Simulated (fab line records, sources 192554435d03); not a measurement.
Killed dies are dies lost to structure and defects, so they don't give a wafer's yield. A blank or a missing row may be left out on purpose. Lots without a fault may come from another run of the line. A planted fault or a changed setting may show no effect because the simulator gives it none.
fab line records | flow n5_finfet
record lots=9 wafers=27 last_day=19
route steps=1938 shown SDB@360 BEOL_M4@1111
lots that met no fault: from a run of the same line without faults
start_h: hours from the record's first day to the start of the lot's first wafer shown | wait_h: hours since the lot's step before | " the same as in the row above | L1.1+2: a row that stands for several wafers | - no value, or no start given | * or withheld: withheld | < > ~ a bound
route shown NAME@n: a module of which the file shows steps, and the number in the route of the first | usual: mean/standard deviation of fault-free wafers | same: alike in all rows | chamber/n: place in a boat | sites: the reading at each site | _std_site: their standard deviation | _edge_site: outer sites' mean less inner sites' | radius_mm: how far each site lies from the wafer's centre | mask NAME#n: copy n | behind: the tool/chamber that last shaped the wafer | hold: why the lot was held/for how many hours/how that ended | device: the transistor (n, p or np) that didn't switch | end of line: the same wafers' tests at the end of the route | a step without rows: its recipe alone | killed: dies lost to structure and defects at the first sort, not the wafer's yield | map: a wafer's dies, x killed, . not, _ none there
set.NAME: the setting as run; set.NAME@STEP: as run at that earlier step | model.NAME: the simulator's own value behind a step, which no gauge read
steps of the route over a sample of lots; a table a step, a row a wafer
services: from which hour (start_h, from the record's first day; less than 0 if before it) a tool's chamber was out of use, for how many hours, and why
## steps
# step N5_SDB_ETCH_17
# recipe chemistry=CF4 target=SiARC target_depth_a=234 mask_material=CAR-ArF time_s=39 ion_energy_ev=80 pressure_mtorr=40 source_w=545 bias_w=36 Ar_flow_sccm=100 cf4_flow_sccm=100 ends=cleared
# usual bias_w=36.00/0.1 drypump_motor_current_A=5.9/0.54 etch_rf_on_time_s=39.0/0.52 oes_product_au=0.67/0.068 rf_vpp_V=184.6/1.1 showerhead_plenum_p_Torr=2.18/0.066 throttle_valve_pct=15.57/0.2
# columns lot.wafer tool chamber start_h wait_h bias_w drypump_motor_current_A etch_rf_on_time_s oes_product_au rf_hours_counter_h rf_vpp_V showerhead_plenum_p_Torr throttle_valve_pct
L973.2 rie_diel-03 3 83.61 0.0 35.87 6.1 38.5 0.69 115 184.8 2.15 15.60
L973.4 " 3 " " 35.95 6.2 38.6 0.68 - 182.8 2.15 15.58
L973.6 " 0 " " 35.98 6.4 39.5 0.61 - 184.4 2.20 15.69
L975.1 rie_diel-03 0 97.48 0.0 36.02 6.4 39.5 0.60 236 185.4 2.20 15.72
L975.2 " 1 " " 35.97 6.7 39.6 0.65 144 185.1 2.22 15.28
L975.4 " 0 " " 35.96 6.4 39.8 0.60 - 185.6 2.20 15.71
L977.2 rie_diel-05 2 107.54 0.0 36.14 5.9 39.0 0.61 203 183.5 2.21 15.46
L977.3 " 1 " " 35.85 4.9 38.2 0.79 23 182.6 2.10 15.29
L977.5 " 1 " " 35.85 4.9 38.5 0.80 - 184.7 2.10 15.30
L979.1 rie_diel-03 3 118.81 0.0 36.03 6.1 38.8 0.67 131 184.6 2.15 15.63
L979.3 " 1 " " 33.64 6.7 40.6 0.64 151 177.0 2.22 15.28
L979.5 " 0 " " 36.05 6.4 40.1 0.59 - 184.5 2.20 15.72
L980.2 rie_diel-03 0 124.12 0.0 36.09 6.4 39.8 0.59 245 184.7 2.20 15.74
L980.4 " 1 " " 33.59 6.7 40.5 0.64 152 176.4 2.22 15.28
L980.6 " 3 " " 36.09 6.1 38.1 0.67 - 184.9 2.15 15.62
L985.2 rie_diel-05 3 156.92 0.0 36.04 6.4 38.9 0.62 179 184.3 2.22 15.82
L985.3 " 2 " " 35.75 5.9 39.3 0.61 217 184.4 2.20 15.48
L985.4 " 0 " " 35.91 5.7 38.7 0.65 120 186.5 2.24 15.71
L987.2 rie_diel-05 0 170.66 0.0 36.12 5.7 38.7 0.65 126 185.9 2.24 15.72
L987.5 " 1 " " 35.96 4.9 39.1 0.75 - 183.7 2.09 15.32
L987.6 " 2 " " 36.02 5.9 39.4 0.60 - 185.4 2.20 15.50
L991.2 rie_diel-05 0 193.83 0.0 36.03 5.7 38.1 0.63 135 183.3 2.23 15.74
L991.5 " 0 " " 35.81 5.7 38.3 0.64 - 185.3 2.23 15.72
L991.6 " 1 " " 35.94 4.9 39.0 0.74 - 183.8 2.09 15.36
L992.1 rie_diel-05 3 201.46 0.0 36.10 6.4 38.8 0.62 196 186.2 2.21 15.85
L992.3 " 2 " " 36.00 5.9 38.8 0.60 235 186.4 2.20 15.53
L992.4 " 0 " " 35.85 5.7 38.5 0.64 137 185.6 2.23 15.73
# step N5_SDB_STRIP_22
# recipe chemistry=N2/H2 power_w=1000 temp_c=250 h2_frac=0.65 overash_fraction=0.3 pressure_mtorr=withheld n2_flow_sccm=1750 h2_flow_sccm=3250
# usual drypump_motor_current_A=5.8/0.45 heater_power_w=337/21 oes_product_au=0.715/0.0044 strip_time_to_endpoint_s=96.4/0.37 temp_c=250.02/0.17
# columns lot.wafer tool chamber start_h wait_h drypump_motor_current_A heater_power_w oes_product_au rf_hours_counter_h strip_time_to_endpoint_s temp_c
L973.2 plasma_asher-02 0 83.89 0.1 6.1 345 0.721 39 96.3 250.16
L973.4 " 0 " " 6.1 351 0.718 - 96.3 250.24
L973.6 " 1 " " 5.9 337 0.717 - 96.5 250.26
L975.1 plasma_asher-01 0 97.76 0.1 5.6 368 0.714 91 96.8 250.06
L975.2 " 1 " " 4.7 295 0.720 91 96.4 250.03
L975.4 " 1 " " 4.8 284 0.718 - 96.5 250.11
L977.2 plasma_asher-01 0 107.82 0.1 5.6 364 0.720 92 96.9 249.89
L977.3 " 1 " " 4.8 296 0.715 - 96.3 250.09
L977.5 " 1 " " 4.8 291 0.720 - 96.6 249.98
L979.1 plasma_asher-02 0 119.08 0.1 6.1 346 0.726 46 96.7 249.75
L979.3 " 0 " " 6.1 344 0.714 - 96.6 250.04
L979.5 " 0 " " 6.1 346 0.714 - 96.6 249.74
L980.2 plasma_asher-02 1 124.39 0.1 5.9 335 0.713 47 96.6 250.13
L980.4 " 1 " " 5.9 333 0.714 - 96.8 249.75
L980.6 " 1 " " 5.9 335 0.707 - 96.0 249.77
L985.2 plasma_asher-02 1 157.19 0.1 5.9 336 0.713 54 96.1 250.02
L985.3 " 0 " " 6.1 339 0.708 - 96.4 250.05
L985.4 " 1 " " 5.9 339 0.709 - 96.1 250.10
L987.2 plasma_asher-02 0 170.94 0.1 6.1 357 0.712 57 96.6 249.67
L987.5 " 1 " " 6.0 335 0.723 - 96.5 250.01
L987.6 " 0 " " 6.1 343 0.713 - 96.5 249.78
L991.2 plasma_asher-02 1 194.10 0.1 6.0 337 0.713 62 96.2 250.25
L991.5 " 1 " " 5.9 338 0.708 - 96.6 250.17
L991.6 " 0 " " 6.1 353 0.712 - 96.2 250.07
L992.1 plasma_asher-02 0 201.73 0.1 6.1 346 0.723 63 96.4 250.10
L992.3 " 1 " " 5.9 341 0.710 - 96.9 250.43
L992.4 " 0 " " 6.1 341 0.718 - 96.5 249.95
# step N5_SDB_ETCH_25
# recipe chemistry=C4F6/O2 target=SiO2 target_depth_a=100 time_s=3.3 ion_energy_ev=250 mask_material=SiNx pressure_mtorr=30 source_w=345 bias_w=185 Ar_flow_sccm=300 C4F6_flow_sccm=10 O2_flow_sccm=10
# usual bias_w=185.0/0.57 drypump_motor_current_A=5.9/0.51 oes_product_au=0.80/0.085 rf_vpp_V=669/7.7 showerhead_plenum_p_Torr=2.90/0.098 throttle_valve_pct=21.15/0.22
# columns lot.wafer tool chamber start_h wait_h bias_w drypump_motor_current_A oes_product_au rf_hours_counter_h rf_vpp_V showerhead_plenum_p_Torr throttle_valve_pct
L973.2 rie_diel-05 0 84.10 0.0 184.7 5.7 0.79 94 673 2.99 21.25
L973.4 " 3 " " 184.9 6.4 0.76 156 670 2.96 21.31
L973.6 " 2 " " 185.6 5.9 0.73 - 671 2.93 20.87
L975.1 rie_diel-02 2 97.99 0.0 185.3 6.1 0.71 223 664 2.71 21.51
L975.2 " 0 " " 184.2 6.2 0.75 155 682 2.97 21.21
L975.4 " 1 " " 184.2 5.0 0.94 9 661 2.79 20.95
L977.2 rie_diel-02 1 108.23 0.2 184.6 5.0 0.93 12 660 2.79 20.97
L977.3 " 3 " " 185.1 5.8 0.85 73 676 3.00 21.31
L977.5 " 2 " " 185.9 6.1 0.72 - 664 2.71 21.51
L979.1 rie_diel-02 3 119.35 0.0 184.9 5.8 0.84 75 678 3.00 21.33
L979.3 " 1 " " 185.2 5.0 0.91 16 661 2.79 20.98
L979.5 " 1 " " 184.6 5.0 0.92 - 660 2.79 20.98
L980.2 rie_diel-05 3 124.64 0.1 184.4 6.4 0.73 170 669 2.95 21.32
L980.4 " 0 " " 185.1 5.7 0.77 110 672 2.98 21.26
L980.6 " 2 " " 184.8 5.9 0.71 - 671 2.93 20.90
L985.2 rie_diel-03 1 157.49 0.1 185.3 6.7 0.73 168 672 2.95 20.83
L985.3 " 2 " " 184.9 5.8 0.89 22 667 3.02 21.30
L985.4 " 3 " " 185.3 6.1 0.77 - 657 2.84 21.19
L987.2 rie_diel-03 2 171.26 0.1 185.0 5.8 0.89 28 667 3.02 21.31
L987.5 " 3 " " 185.2 6.1 0.76 - 657 2.84 21.19
L987.6 " 2 " " 185.7 5.8 0.89 - 667 3.02 21.31
L991.2 rie_diel-05 2 194.32 0.0 184.2 5.9 0.70 232 669 2.92 20.93
L991.5 " 1 " " 184.7 4.9 0.86 - 662 2.78 21.00
L991.6 " 2 " " 184.9 5.9 0.70 - 669 2.92 20.93
L992.1 rie_diel-03 0 202.15 0.2 184.5 6.4 0.91 12 678 2.91 20.88
L992.3 " 3 " " 184.4 6.1 0.76 165 656 2.84 21.21
L992.4 " 1 " " 183.9 6.7 0.73 185 671 2.94 20.83
# step N5_SDB_CMP_30
# recipe stop_on=poly-Si t_overpolish_s=1.54 post_cmp_clean=alkaline_brush down_force_psi=4.1491 platen_rpm=51.796 pad_velocity_m_s=1.0306 target_thk_nm=30
# usual motor_current_A=12.2/0.9 overpolish_run_s=1.540/0.0095 time_to_endpoint_s=17.3/2
# columns lot.wafer tool chamber start_h wait_h motor_current_A overpolish_run_s time_to_endpoint_s
L973.2 cmp-02 0 87.15 1.4 12.5 1.538 17.8
L973.4 " 1 " " 11.7 1.536 21.6
L973.6 " 3 " " 13.0 1.538 19.5
L975.2 cmp-04 2 100.99 1.4 10.5 1.536 17.8
L975.4 " 3 " " 13.4 1.525 15.0
L975.1 " 1 " " 12.4 1.552 16.4
L977.3 cmp-02 3 111.27 1.4 12.2 1.539 20.1
L977.2 " 1 " " 11.3 1.553 20.3
L977.5 " 3 " " 12.8 1.542 17.7
L979.1 cmp-03 3 122.38 1.4 11.2 1.532 18.8
L979.3 " 0 " " 12.0 1.543 17.0
L979.5 " 2 " " 13.4 1.548 20.4
L980.4 cmp-04 0 127.72 1.5 13.7 1.553 16.5
L980.2 " 1 " " 12.4 1.542 17.0
L980.6 " 3 " " 13.2 1.548 19.0
L985.3 cmp-04 1 160.49 1.4 12.5 1.536 20.3
L985.2 " 3 " " 13.3 1.526 20.7
L985.4 " 0 " " 12.9 1.537 20.5
L987.2 cmp-03 2 175.09 1.4 13.7 1.518 17.6
L987.5 " 1 " " 11.4 1.536 20.1
L987.6 " 2 " " 13.6 1.555 20.6
L991.2 cmp-03 0 197.46 1.4 11.8 1.537 17.6
L991.6 " 3 " " 11.3 1.544 18.6
L991.5 " 0 " " 11.6 1.547 17.5
L992.4 cmp-02 3 205.43 1.4 13.1 1.537 13.9
L992.3 " 0 " " 12.4 1.523 12.5
L992.1 " 1 " " 12.5 1.539 14.3
# step N5_BEOL_M4_RC_MEAS_101
# usual DIBL_N=36.4/1.4 DIBL_P=36.4/1.5 IOFF_N=0.156/0.022 IOFF_P=0.210/0.023 ION_N=675/9.1 ION_P=463/5.7 SS_N=71.6/0.45 SS_P=73.3/0.56 VT_N=250/3.1 VT_P=-250.3/2.3
# columns lot.wafer tool chamber start_h wait_h DIBL_N[mV/V] DIBL_P[mV/V] IOFF_N[nA/um] IOFF_P[nA/um] ION_N[uA/um] ION_P[uA/um] SS_N[mV/dec] SS_P[mV/dec] VT_N[mV] VT_P[mV]
L973.2 prober-01 0 204.34 0.2 36.2 35.6 0.170 0.205 681 461 72.0 73.3 244 -249.8
L973.4 " 0 " " 36.3 34.6 0.162 0.180 673 455 71.7 73.7 249 -252.2
L973.6 " 0 " " 35.1 34.0 0.144 0.169 677 454 71.5 73.6 250 -253.3
L975.1 prober-01 0 223.88 0.0 33.9 35.1 0.142 0.200 676 467 71.2 72.2 248 -251.3
L975.2 " 0 " " 35.9 38.1 0.189 0.241 688 465 72.3 73.4 245 -246.9
L975.4 " 0 " " 34.0 34.8 0.141 0.192 663 462 70.7 72.0 251 -251.6
L977.2 prober-02 0 234.52 0.2 37.4 37.3 0.160 0.195 667 455 71.1 73.6 248 -254.0
L977.3 " 0 " " 37.6 37.7 0.155 0.200 667 455 71.7 73.8 253 -252.8
L977.5 " 0 " " 37.8 37.5 0.163 0.206 670 464 71.4 73.9 249 -251.3
L979.1 prober-01 0 249.15 0.0 36.8 37.6 0.161 0.204 683 463 71.3 72.9 250 -250.2
L979.3 " 0 " " 36.9 37.7 0.157 0.212 670 457 71.6 73.1 253 -247.6
L979.5 " 0 " " 35.2 36.0 0.137 0.183 667 458 71.2 73.0 253 -249.6
L980.2 prober-02 0 257.10 0.2 37.6 37.8 0.163 0.190 677 453 72.0 73.5 249 -252.8
L980.4 " 0 " " 38.0 38.8 0.179 0.210 678 461 72.1 73.9 250 -250.8
L980.6 " 0 " " 37.2 37.7 0.159 0.185 670 452 71.9 73.5 249 -255.0
L985.2 prober-01 0 280.29 0.2 36.2 33.8 0.155 0.191 677 456 71.6 72.4 248 -249.8
L985.3 " 0 " " 37.6 36.6 0.175 0.228 684 468 71.5 73.7 249 -247.9
L985.4 " 0 " " 37.3 36.0 0.173 0.223 687 465 71.4 73.1 248 -247.1
L987.2 prober-01 0 301.47 0.2 37.7 37.1 0.167 0.210 682 461 71.6 74.3 249 -251.9
L987.5 " 0 " " 36.4 35.4 0.154 0.189 687 463 71.4 73.1 249 -252.3
L987.6 " 0 " " 38.5 38.0 0.188 0.223 690 471 71.9 73.9 245 -251.3
L991.2 prober-01 0 317.64 0.2 37.2 37.8 0.178 0.224 680 465 71.8 73.4 246 -249.6
L991.5 " 0 " " 38.5 37.8 0.199 0.230 683 464 72.1 73.7 247 -250.2
L991.6 " 0 " " 36.9 36.5 0.160 0.202 681 466 71.9 73.5 248 -252.1
L992.1 prober-02 0 327.70 0.0 37.2 38.6 0.187 0.259 685 477 72.3 73.5 246 -249.3
L992.3 " 0 " " 36.8 37.0 0.166 0.228 671 465 72.1 74.1 248 -249.0
L992.4 " 0 " " 35.9 35.9 0.152 0.212 675 467 71.6 73.8 249 -250.1
## services
# columns tool chamber start_h hours kind
plasma_asher-01 - 60.53 2.8 pm
cmp-04 - 61.47 16.5 repair
cmp-04 - 80.15 4.5 pm
rie_diel-03 2 82.90 - clean
rie_diel-03 2 82.90 - consumable_replace:focus_ring
rie_diel-03 2 82.90 - consumable_replace:showerhead
rie_diel-03 2 82.90 22.0 scheduled_down
rie_diel-03 2 82.90 22.0 vent_cycle
rie_diel-03 - 99.11 2.8 pm
cmp-02 - 100.79 5.0 pm
cmp-04 - 118.72 4.0 pm
cmp-02 - 124.05 1.7 repair
rie_diel-02 3 127.94 2.0 repair
cmp-03 - 134.35 1.1 repair
plasma_asher-01 - 141.64 8.8 repair
cmp-02 - 152.69 6.7 pm
cmp-02 - 161.78 1.0 repair
cmp-03 - 164.44 0.8 repair
cmp-03 - 177.97 0.9 repair
cmp-02 - 178.59 2.0 repair
cmp-02 - 187.59 1.3 repair
rie_diel-05 3 191.40 1.4 repair
cmp-03 - 191.59 4.0 pm
cmp-04 - 199.95 6.6 pm
## key
first_sign step=N5_SDB_ETCH_17 reading=bias_w direction=down sigmas=24 usual=* struck=*
effect step=N5_SDB_ETCH_17 reading=rf_vpp_V direction=down sigmas=7.3 usual=184.6 struck=176.7
met_at N5_SDB_ETCH_17
struck_lots L979,L980
struck_wafers L979.3,L980.4
not_acting_at N5_SDB_STRIP_22,N5_SDB_ETCH_25,N5_SDB_CMP_30
onset_between 97.48 118.81
fault kind=process_parameter_drift tool=rie_diel-03 chamber=1 onset_h=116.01 steps=N5_SDB_ETCH_17 channel=bias_w offset=* shape=step end_h=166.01 acts_in=* stated=*
